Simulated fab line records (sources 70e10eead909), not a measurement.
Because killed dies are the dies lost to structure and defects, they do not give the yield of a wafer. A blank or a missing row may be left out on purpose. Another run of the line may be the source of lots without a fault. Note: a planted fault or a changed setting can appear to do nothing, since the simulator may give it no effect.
What tool caused it? ; flow nand-harc ; 14 lots with 42 wafers sampled at 3 steps, on a route of 1302 steps

== WHAT EACH GAUGE READ, for each wafer ==
NHARC_P_BONDPAD_THK_MEAS_33: measures by ellipsometry.
lot;measured;on;thk-nm (nm)
L475;day 6 13:35;film-metro-02;196.5 201.9 200.6
L476;day 7 04:33;film-metro-02;200.8 204.1 200.4
L478;day 7 19:51;film-metro-01;198.9 202.4 198.6
L479;day 8 03:23;film-metro-02;200.8 200.4 200.9
L480;day 8 19:43;film-metro-01;198.7 197.5 198.2
L483;day 10 06:15;film-metro-02;199.7 199.4 199.1
L484;day 10 13:28;film-metro-02;198.2 200.0 202.1
L486;day 11 12:40;film-metro-02;200.8 196.6 202.8
L489;day 12 16:43;film-metro-02;199.5 199.9 200.8
L490;day 13 03:46;film-metro-02;197.5 200.6 198.2
L491;day 13 07:20;film-metro-01;197.2 199.2 203.3
L492;day 13 19:33;film-metro-01;202.5 201.6 201.7
L493;day 14 04:27;film-metro-02;197.8 198.6 198.1
L496;day 15 05:01;film-metro-01;199.6 200.7 201.7

== TOOL THAT RAN EACH LOT (tool first, then ch and the chambers of the sampled wafers, then the start) ==
lot;NHARC_P_M2_PRE_CLEAN_30;NHARC_P_M2_PVD_20
L475;pvd-sputter-03, day 6 13:35 or earlier;pvd-sputter-03, day 6 13:35 or earlier
L476;pvd-sputter-02, day 7 04:33 or earlier;pvd-sputter-02, day 7 04:33 or earlier
L478;pvd-sputter-03, day 7 19:51 or earlier;pvd-sputter-03, day 7 19:51 or earlier
L479;pvd-sputter-02, day 8 03:23 or earlier;pvd-sputter-02, day 8 03:23 or earlier
L480;pvd-sputter-01, day 8 19:43 or earlier;pvd-sputter-01, day 8 19:43 or earlier
L483;pvd-sputter-02, day 10 06:15 or earlier;pvd-sputter-02, day 10 06:15 or earlier
L484;pvd-sputter-03, day 10 13:28 or earlier;pvd-sputter-03, day 10 13:28 or earlier
L486;pvd-sputter-01, day 11 12:40 or earlier;pvd-sputter-01, day 11 12:40 or earlier
L489;pvd-sputter-01, day 12 16:43 or earlier;pvd-sputter-01, day 12 16:43 or earlier
L490;pvd-sputter-01, day 13 03:46 or earlier;pvd-sputter-01, day 13 03:46 or earlier
L491;pvd-sputter-03, day 13 07:20 or earlier;pvd-sputter-03, day 13 07:20 or earlier
L492;pvd-sputter-01, day 13 19:33 or earlier;pvd-sputter-01, day 13 19:33 or earlier
L493;pvd-sputter-03, day 14 04:27 or earlier;pvd-sputter-03, day 14 04:27 or earlier
L496;pvd-sputter-03, day 15 05:01 or earlier;pvd-sputter-03, day 15 05:01 or earlier
- NHARC_P_M2_PRE_CLEAN_30: time 30 s.
- NHARC_P_M2_PVD_20: deposits TaN, target thk 5 nm, time 8.06 s.

== WHAT THE TOOLS THEMSELVES READ (means of the sampled wafers that have a number; where no wafer has one, the mark that the record gives instead) ==
NHARC_P_M2_PRE_CLEAN_30.
lot;tool;heater-power-w (W)
L475;pvd-sputter-03;349
L476;pvd-sputter-02;472
L478;pvd-sputter-03;393
L479;pvd-sputter-02;461
L480;pvd-sputter-01;417
L483;pvd-sputter-02;445
L484;pvd-sputter-03;386
L486;pvd-sputter-01;425
L489;pvd-sputter-01;412
L490;pvd-sputter-01;400
L491;pvd-sputter-03;434
L492;pvd-sputter-01;397
L493;pvd-sputter-03;413
L496;pvd-sputter-03;388

NHARC_P_M2_PVD_20.
lot;tool;throttle-valve-pct (%)
L475;pvd-sputter-03;30.4
L476;pvd-sputter-02;29.6
L478;pvd-sputter-03;30.6
L479;pvd-sputter-02;30.0
L480;pvd-sputter-01;30.6
L483;pvd-sputter-02;29.6
L484;pvd-sputter-03;29.1
L486;pvd-sputter-01;30.6
L489;pvd-sputter-01;30.7
L490;pvd-sputter-01;30.3
L491;pvd-sputter-03;30.0
L492;pvd-sputter-01;30.4
L493;pvd-sputter-03;29.9
L496;pvd-sputter-03;30.4

== THE ANSWER, worked out from the rows above alone ==
Rule: the usual values come from the lots themselves. Put in order of their means at a reading, lots are off if they are a third of the lots or fewer, leave a main group of 4 or more, and stand apart from it by a gap of 3 or more times the standard deviation of the main group's means; of several such gaps the widest counts. If all means in a main group match to the digits the tables above print for the reading, that group is not used. A lot without any number at a reading at which 4 lots or more have one is off too. Any other lot the step has rows for is counted as sound. Order of review: gauges by route order, followed by the tools' own readings, for which a lot's mean as printed above is used. At the first step where some lot is off, the reading lying furthest off is the one used; lots without a number count as furthest.
Across all readings shown, no lot is off: no conclusion can be drawn from this.

== WHAT HAD BEEN PUT IN BY THE SIMULATOR ==
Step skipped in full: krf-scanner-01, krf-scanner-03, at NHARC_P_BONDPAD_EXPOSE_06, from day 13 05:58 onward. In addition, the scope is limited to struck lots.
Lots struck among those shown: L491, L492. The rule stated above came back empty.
